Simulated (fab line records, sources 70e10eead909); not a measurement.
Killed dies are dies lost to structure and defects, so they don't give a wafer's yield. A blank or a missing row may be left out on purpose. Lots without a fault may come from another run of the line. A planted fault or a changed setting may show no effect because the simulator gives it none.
fab line records | flow nand_harc
record lots=6 wafers=18 last_day=31
route steps=1302 shown P_CONTACT@246 P_M0@253 END@1302
lots that met no fault: from a run of the same line without faults
start_h: hours from the record's first day to the start of the lot's first wafer shown | wait_h: hours since the lot's step before | " the same as in the row above | L1.1+2: a row that stands for several wafers | - no value, or no start given | * or withheld: withheld | < > ~ a bound
route shown NAME@n: a module of which the file shows steps, and the number in the route of the first | usual: mean/standard deviation of fault-free wafers | same: alike in all rows | chamber/n: place in a boat | sites: the reading at each site | _std_site: their standard deviation | _edge_site: outer sites' mean less inner sites' | radius_mm: how far each site lies from the wafer's centre | mask NAME#n: copy n | behind: the tool/chamber that last shaped the wafer | hold: why the lot was held/for how many hours/how that ended | device: the transistor (n, p or np) that didn't switch | end of line: the same wafers' tests at the end of the route | a step without rows: its recipe alone | killed: dies lost to structure and defects at the first sort, not the wafer's yield | map: a wafer's dies, x killed, . not, _ none there
set.NAME: the setting as run; set.NAME@STEP: as run at that earlier step | model.NAME: the simulator's own value behind a step, which no gauge read
lots at some steps of the route; a table a step, a row a wafer
services: from which hour (start_h, from the record's first day; less than 0 if before it) a tool's chamber was out of use, for how many hours, and why
## steps
# step NHARC_P_CONTACT_PVD_32
# recipe target_thk_a=50 chamber_pressure_pa=5 power_w=5000 substrate_temp_c=200 time_s=17.7 material=Ti
# usual substrate_temp_c=200.00/0.15 throttle_valve_pct=29.3/1.1
# columns lot.wafer tool chamber start_h wait_h substrate_temp_c throttle_valve_pct
L129.2 pvd_sputter-01 - - - 199.91 29.1
L129.4 " - " " 199.92 30.3
L129.3 " - " " 200.18 30.5
L130.2 pvd_sputter-01 - - - 200.08 29.5
L130.5 " - " " 199.69 30.6
L130.6 " - " " 199.84 29.2
L132.2 pvd_sputter-03 - - - 199.80 28.6
L132.1 " - " " 199.73 28.3
L132.6 " - " " 200.14 27.8
L138.4 pvd_sputter-03 - - - 200.10 28.2
L138.6 " - " " 200.06 28.7
L138.5 " - " " 199.96 28.1
L139.1 pvd_sputter-02 - - - 199.97 27.8
L139.2 " - " " 200.10 31.7
L139.5 " - " " 199.87 29.3
L141.2 pvd_sputter-01 - - - 199.93 30.2
L141.5 " - " " 200.31 29.9
L141.6 " - " " 199.82 30.8
# step NHARC_P_CONTACT_ALD_22
# recipe target_thk_a=30 pulse_time_s=1 ald_cycles=150 temp_c=450 material=TiN
# usual heater_power_w=1082/110 precursor_pulse_height_rel=1.001/0.02
# same ald_cycles=150
# columns lot.wafer tool chamber start_h wait_h heater_power_w precursor_pulse_height_rel
L129.2 ald_metal-01 0 205.59 - 950 0.989
L129.4 " 1 " " 936 0.991
L129.3 " 2 " " 1162 1.032
L130.2 ald_metal-03 0 211.00 - 1174 1.019
L130.5 " 1 " " 949 1.014
L130.6 " 2 " " 1116 0.987
L132.1 ald_metal-03 3 226.97 - 1167 1.033
L132.2 " 1 " " 869 0.977
L132.6 " 3 " " 1174 0.997
L138.4 ald_metal-02 3 286.30 - 1000 1.009
L138.5 " 2 " " 1150 0.992
L138.6 " 3 " " 979 1.013
L139.2 ald_metal-01 1 298.74 - 961 1.002
L139.1 " 2 " " 1187 1.002
L139.5 " 3 " " 1274 1.018
L141.2 ald_metal-01 0 317.26 - 971 1.022
L141.6 " 1 " " 941 1.023
L141.5 " 2 " " 1169 0.974
# step NHARC_P_CONTACT_CVD_23
# recipe target_thk_a=2000 temp_c=300 pressure_torr=40 wf6_flow_sccm=40 h2_flow_sccm=1600 ar_flow_sccm=1560 time_s=557 material=W
# usual heater_power_w=467/28 throttle_valve_pct=7.7/0.31
# columns lot.wafer tool chamber start_h wait_h heater_power_w throttle_valve_pct
L129.2 cvd_w-02 1 - - 408 7.9
L129.3 " 0 " " 475 8.0
L129.4 " 1 " " 407 7.7
L130.2 cvd_w-02 1 - - 410 8.0
L130.6 " 1 " " 404 7.9
L130.5 " 0 " " 476 8.0
L132.1 cvd_w-01 0 - - 488 7.8
L132.2 " 1 " " 474 7.4
L132.6 " 1 " " 460 7.2
L138.4 cvd_w-01 0 - - 503 7.6
L138.5 " 1 " " 459 7.3
L138.6 " 0 " " 488 7.6
L139.2 cvd_w-02 1 - - 452 7.8
L139.1 " 0 " " 463 8.0
L139.5 " 1 " " 451 7.9
L141.2 cvd_w-01 1 - - 476 7.4
L141.6 " 1 " " 469 7.4
L141.5 " 0 " " 503 7.7
# step NHARC_P_CONTACT_CMP_24
# recipe t_overpolish_s=30 target_thk_nm=200
# usual edge_zone_pressure_frac=1.000/0.0049 motor_current_A=11.8/0.99 overpolish_run_s=29.999/0.0093 time_to_endpoint_s=40/3
# columns lot.wafer tool chamber start_h wait_h edge_zone_pressure_frac motor_current_A overpolish_run_s time_to_endpoint_s
L129.3 cmp-01 3 206.51 0.4 1.004 10.7 30.000 36
L129.2 " 0 " " 0.999 12.9 30.011 36
L129.4 " 1 " " 1.006 11.9 30.006 35
L130.2 cmp-02 1 211.82 0.6 0.995 12.5 29.989 35
L130.6 " 0 " " 1.007 12.0 29.997 40
L130.5 " 1 " " 0.999 13.3 30.004 39
L132.2 cmp-01 1 227.85 0.5 1.000 12.1 29.993 39
L132.1 " 2 " " 1.001 11.3 30.006 36
L132.6 " 0 " " 0.999 14.0 29.999 42
L138.4 cmp-02 3 287.13 0.3 1.006 13.1 30.008 39
L138.6 " 3 " " 0.999 11.9 29.996 41
L138.5 " 0 " " 0.997 12.2 29.993 41
L139.2 cmp-04 0 299.57 0.6 0.993 11.7 29.988 36
L139.1 " 1 " " 0.998 11.3 29.986 39
L139.5 " 0 " " 0.999 13.3 30.000 37
L141.2 cmp-04 3 318.11 0.6 1.006 11.9 29.990 44
L141.6 " 1 " " 0.987 11.0 29.984 45
L141.5 " 2 " " 1.005 11.8 30.013 41
# step NHARC_P_CONTACT_SRD_26
# step NHARC_P_CONTACT_INSPECT_27
# usual raw_defect_count=279/140
# columns lot.wafer tool chamber start_h wait_h raw_defect_count
L129.2 defect_inspect-02 - 206.91 0.1 295
L129.3 " - " " 326
L129.4 " - " " 613
L130.2 defect_inspect-02 - 212.19 0.1 151
L130.5 " - " " 122
L130.6 " - " " 181
L132.1 defect_inspect-02 - 228.20 0.1 289
L132.2 " - " " 136
L132.6 " - " " 97
L138.4 defect_inspect-01 - 287.53 0.1 249
L138.5 " - " " 157
L138.6 " - " " 192
L139.1 defect_inspect-01 - 299.95 0.1 209
L139.2 " - " " 204
L139.5 " - " " 188
L141.2 defect_inspect-02 - 318.46 0.1 127
L141.5 " - " " 143
L141.6 " - " " 174
# step NHARC_P_M0_DEP_00
# recipe target_thk_a=1500 target_thk_nm=150 temp_c=withheld pressure_torr=5 flow_sccm=200 rf_w=600 material=SiOC
# step NHARC_P_M0_DEHYDRATE_01
# recipe temp_c=150 time_s=120
# step NHARC_P_M0_HMDS_02
# recipe time_s=30
# step NHARC_P_M0_COAT_33
# recipe temp_c=200 time_s=65
# step NHARC_P_M0_COAT_03
# recipe spin_rpm=1500 resist_thk_nm=90
# step NHARC_P_M0_SOFTBAKE_04
# recipe temp_c=105 time_s=55
# usual exhaust_pa=44.9/0.77 heater_power_total_W=188.44/0.14 resist_line_temp_C=23.00/0.094
# columns lot.wafer tool chamber start_h wait_h exhaust_pa heater_power_total_W resist_line_temp_C
L129.2 litho_track-01 0 207 - 44.0 179.02 22.82
L129.3 " 0 " " 44.0 179.24 22.87
L129.4 " 0 " " 44.6 179.09 22.91
L130.2 litho_track-06 0 212 - 44.5 188.36 22.96
L130.5 " 0 " " 45.1 188.33 23.10
L130.6 " 0 " " 44.6 188.33 23.03
L132.1 litho_track-01 0 228 - 43.6 179.21 22.98
L132.2 " 0 " " 42.5 179.08 23.05
L132.6 " 0 " " 43.4 179.38 23.08
L138.4 litho_track-04 0 288 - 43.5 188.47 22.93
L138.5 " 0 " " 44.2 188.35 22.87
L138.6 " 0 " " 44.3 188.34 22.95
L139.1 litho_track-01 0 300 - 44.5 188.35 23.03
L139.2 " 0 " " 43.7 188.69 23.06
L139.5 " 0 " " 44.0 188.60 23.04
L141.2 litho_track-06 0 318 - 45.1 188.35 23.08
L141.5 " 0 " " 46.2 188.30 22.97
L141.6 " 0 " " 45.4 188.30 23.02
# step NHARC_P_M0_EBR_05
# step NHARC_END_SORT_01
# recipe temp_c=25
# usual defect_limited_yield=93.3/1.5 killed_at_array=41/10 killed_at_other=0.8/0.91 killed_at_periphery=4.2/2.9 killed_dies=46/10 killed_open=3.5/2.1 killed_short=2.5/1.6 sort_bin_2_pct=2.4/0.71 sort_bin_3_pct=0.6/0.33 sort_bin_4_pct=3.8/0.93 sort_n_pass=631/10 sort_rim_yield_pct=86/4.5 sort_yield_pct=93.3/1.5
# same gross_dies=677 sort_bin_5_pct[%]=0 sort_bin_6_pct[%]=0 sort_bin_7_pct[%]=0 sort_bin_8_pct[%]=0 sort_rim_n_gross=106.00
# columns lot.wafer tool chamber start_h wait_h defect_limited_yield[%] killed_at_array killed_at_other killed_at_periphery killed_dies killed_open killed_short sort_bin_2_pct[%] sort_bin_3_pct[%] sort_bin_4_pct[%] sort_n_pass sort_rim_yield_pct[%] sort_yield_pct[%]
L129.2 prober-01 0 649.70 2.8 93.8 37 1 4 42 3 1 1.8 0.4 4.0 635 87 93.8
L129.3 prober-01 0 650.49 3.1 94.4 36 1 1 38 5 1 1.9 0.3 3.4 639 90 94.4
L129.4 prober-01 0 651.29 3.4 93.6 40 0 3 43 8 5 2.5 0.7 3.1 634 89 93.6
L130.2 prober-02 0 657.64 2.8 92.2 49 1 3 53 2 1 4.0 1.2 2.7 624 83 92.2
L130.5 prober-02 0 660.02 3.7 90.5 52 3 9 64 6 2 3.5 0.1 5.8 613 74 90.5
L130.6 prober-02 0 660.82 4.0 89.2 67 1 5 73 4 4 3.7 0.3 6.8 604 79 89.2
L132.1 prober-01 0 672.79 2.5 94.2 33 1 5 39 4 4 1.9 0.4 3.4 638 87 94.2
L132.2 prober-01 0 673.59 2.8 94.5 32 0 5 37 2 1 2.5 0.7 2.2 640 90 94.5
L132.6 prober-01 0 676.78 4.0 92.6 43 1 6 50 9 2 3.2 0.3 3.8 627 85 92.6
L138.4 prober-01 0 722.91 3.4 93.5 32 2 10 44 3 0 2.4 0.6 3.5 633 88 93.5
L138.5 prober-01 0 723.70 3.7 92.9 40 2 6 48 3 4 2.2 0.1 4.7 629 88 92.9
L138.6 prober-01 0 724.49 4.0 93.6 41 0 2 43 2 2 2.2 0.7 3.4 634 87 93.6
# killed by level:class
L129.2 A_SLIT:chamber_film_flake=10 A_CONTACT:chamber_film_flake=7 A_CHANNEL_HOLE_D2:chamber_film_flake=6 A_CHANNEL_HOLE_D1:chamber_film_flake=4 P_GATE:chamber_film_flake=3 A_CHANNEL_FILL_D1:chamber_film_flake=3 A_BLC:chamber_film_flake=2 P_M0:geometric_particle:open=1
L129.3 A_SLIT:chamber_film_flake=11 A_WL_FILL:chamber_film_flake=4 A_CONTACT:chamber_film_flake=4 A_CHANNEL_HOLE_D1:chamber_film_flake=3 A_CHANNEL_HOLE_D2:chamber_film_flake=3 A_CHANNEL_FILL_D1:chamber_film_flake=2 A_DECK1_JOINT:chamber_film_flake=2 P_M0:geometric_particle:open=1
L129.4 A_SLIT:chamber_film_flake=12 A_CONTACT:chamber_film_flake=4 A_CHANNEL_HOLE_D1:chamber_film_flake=3 A_DECK1_JOINT:chamber_film_flake=3 A_WL_FILL:chamber_film_flake=3 A_CHANNEL_FILL_D1:geometric_particle:short=2 A_CHANNEL_HOLE_D2:chamber_film_flake=2 P_CONTACT:geometric_particle:open=1
L130.2 A_CHANNEL_HOLE_D1:chamber_film_flake=20 A_SLIT:chamber_film_flake=11 A_CHANNEL_HOLE_D2:chamber_film_flake=8 A_CONTACT:chamber_film_flake=7 P_STI:chamber_film_flake=2 A_ONON_D2:geometric_particle:short=1 A_WL_FILL:geometric_particle:open=1 A_M0:geometric_particle:open=1
L130.5 A_SLIT:chamber_film_flake=15 A_CHANNEL_HOLE_D1:chamber_film_flake=13 A_CHANNEL_HOLE_D2:chamber_film_flake=10 A_CONTACT:chamber_film_flake=5 P_M0:geometric_particle:open=4 A_CHANNEL_FILL_D1:chamber_film_flake=3 THIN_TSV:chamber_film_flake=3 P_STI:chamber_film_flake=2
L130.6 A_CHANNEL_HOLE_D1:chamber_film_flake=22 A_SLIT:chamber_film_flake=19 A_CHANNEL_HOLE_D2:chamber_film_flake=7 A_CHANNEL_FILL_D1:chamber_film_flake=5 A_CONTACT:chamber_film_flake=5 P_STI:chamber_film_flake=3 A_M1:geometric_particle:open=2 P_M0:geometric_particle:short=1
L132.1 A_SLIT:chamber_film_flake=13 A_DECK1_JOINT:chamber_film_flake=3 A_CHANNEL_HOLE_D2:chamber_film_flake=3 A_WL_FILL:chamber_film_flake=3 P_BONDPAD:chamber_film_flake=2 A_CONTACT:chamber_film_flake=2 P_CONTACT:geometric_particle:open=1 P_M1:geometric_particle:short=1
L132.2 A_SLIT:chamber_film_flake=15 A_CHANNEL_HOLE_D2:chamber_film_flake=6 P_BONDPAD:chamber_film_flake=5 A_WL_FILL:chamber_film_flake=2 A_CONTACT:chamber_film_flake=2 A_WL_FILL:geometric_particle:short=1 A_CONTACT:geometric_particle:open=1 A_BLC:geometric_particle:open=1
L132.6 A_SLIT:chamber_film_flake=16 A_CHANNEL_HOLE_D2:chamber_film_flake=9 P_BONDPAD:chamber_film_flake=3 A_CHANNEL_FILL_D1:geometric_particle:open=2 A_M0:geometric_particle:open=2 A_CHANNEL_HOLE_D1:chamber_film_flake=2 A_CHANNEL_FILL_D1:chamber_film_flake=2 A_WL_FILL:chamber_film_flake=2
L138.4 A_SLIT:chamber_film_flake=11 P_GATE:chamber_film_flake=6 P_M1:chamber_film_flake=4 A_CONTACT:chamber_film_flake=4 A_BONDPAD:chamber_film_flake=3 A_CHANNEL_HOLE_D1:chamber_film_flake=2 A_CHANNEL_HOLE_D2:chamber_film_flake=2 A_STAIRCASE:chamber_film_flake=2
L138.5 A_SLIT:chamber_film_flake=13 A_CHANNEL_HOLE_D1:chamber_film_flake=7 A_BONDPAD:chamber_film_flake=5 P_M1:chamber_film_flake=4 A_STAIRCASE:chamber_film_flake=3 A_CONTACT:chamber_film_flake=3 A_CHANNEL_FILL_D1:geometric_particle:short=2 A_M1:geometric_particle:open=2
L138.6 A_SLIT:chamber_film_flake=15 A_CHANNEL_HOLE_D1:chamber_film_flake=7 A_CONTACT:chamber_film_flake=5 A_STAIRCASE:chamber_film_flake=3 A_M0:chamber_film_flake=2 A_BONDPAD:chamber_film_flake=2 A_CHANNEL_FILL_D1:geometric_particle:short=1 A_DECK1_JOINT:geometric_particle:short=1
## services
# columns tool chamber start_h hours kind
ald_metal-01 3 183.89 7.3 repair
cvd_w-01 - 185.29 13.0 pm
cvd_w-01 0 185.29 13.0 vent_cycle
cvd_w-01 1 185.29 13.0 vent_cycle
cmp-01 - 185.53 4.0 pm
cvd_w-01 0 198.29 - clean
cvd_w-01 1 198.29 - clean
litho_track-04 - 203.01 7.0 pm
cmp-04 - 209.00 4.0 pm
ald_metal-03 - 212.00 10.0 pm
ald_metal-03 - 222.10 2.2 repair
pvd_sputter-01 - 226.05 10.0 pm
cvd_w-02 - 228.14 1.4 repair
cmp-01 - 234.24 0.3 repair
cmp-02 - 241.70 4.0 pm
pvd_sputter-02 - 249.50 0.5 repair
cmp-01 - 250.02 0.2 repair
ald_metal-02 - 254.00 10.0 pm
cmp-04 - 263.36 1.0 repair
cvd_w-02 - 269.49 13.0 pm
cmp-01 - 280.42 0.9 repair
pvd_sputter-02 - 282.01 10.0 pm
cmp-01 - 283.60 4.0 pm
cmp-04 - 307.00 4.0 pm
## key
first_sign step=NHARC_P_M0_SOFTBAKE_04 reading=heater_power_total_W direction=down sigmas=65 usual=* struck=*
effect none on later readings
met_at NHARC_P_M0_SOFTBAKE_04
struck_wafers L129.2,L129.3,L129.4,L132.1,L132.2,L132.6
fault kind=process_parameter_drift tool=litho_track-01 chamber=- onset_h=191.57 steps=NHARC_P_M0_SOFTBAKE_04 channel=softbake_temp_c offset=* shape=step end_h=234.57 acts_in=* stated=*
